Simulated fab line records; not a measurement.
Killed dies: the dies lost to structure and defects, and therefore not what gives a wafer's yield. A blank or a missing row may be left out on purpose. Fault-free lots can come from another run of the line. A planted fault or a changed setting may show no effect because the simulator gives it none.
Matching of chambers    flow n5-finfet    N5_BEOL_M11_CURE_71 on uv-cure-01: 3 sister chambers
The step cures SiCOH lowk, time 240 s. 6 wafers are shown with their chamber, then 8 later ones without.

WAFERS WITH THEIR CHAMBER
wafer   chamber  wafer_temp_C_max  lamp-power-pct (%)
L075.6  0        387.8             52.24
L087.4  2        386.7             52.35
L087.5  2        386.2             52.33
L086.3  1        387.4             52.25
L086.5  1        387.2             52.23
L091.3  0        388.2             52.27

WAFERS MISSING THEIR CHAMBER
wafer   wafer_temp_C_max  lamp-power-pct (%)
L091.5  388.8             52.32
L091.6  387.1             52.40
L093.2  388.8             52.27
L093.3  388.1             52.25
L093.5  388.0             52.32
L092.2  388.3             52.30
L092.3  388.6             52.32
L092.6  387.5             52.37

WHICH CHAMBER EACH ONE RAN IN
wafer    from the rows above            in truth
L091.5   0                              0
L091.6   2                              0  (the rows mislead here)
L093.2   0                              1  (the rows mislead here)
L093.3   0                              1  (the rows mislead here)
L093.5   can't be placed: 0 or 1 or 2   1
L092.2   0                              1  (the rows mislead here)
L092.3   0                              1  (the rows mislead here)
L092.6   2                              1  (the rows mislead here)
1 of 8 placed correctly. Cannot be placed on the basis of these rows: 1; the candidates contain the true chamber in 1. 6 placed wrongly.
How it was worked out, from the rows above alone: a wafer's distance from a chamber is the root of the sum, over the readings, of the square of ((its reading less the chamber's mean) divided by the reading's scatter). The wafer belongs to the nearest chamber; if the next one is less than 2 further off, it can't be placed. Each chamber's mean is taken over the wafers shown for it. The scatter: the root of (the sum of the squares of (reading less its chamber's mean) over the shown wafers, divided by (wafers less chambers)).
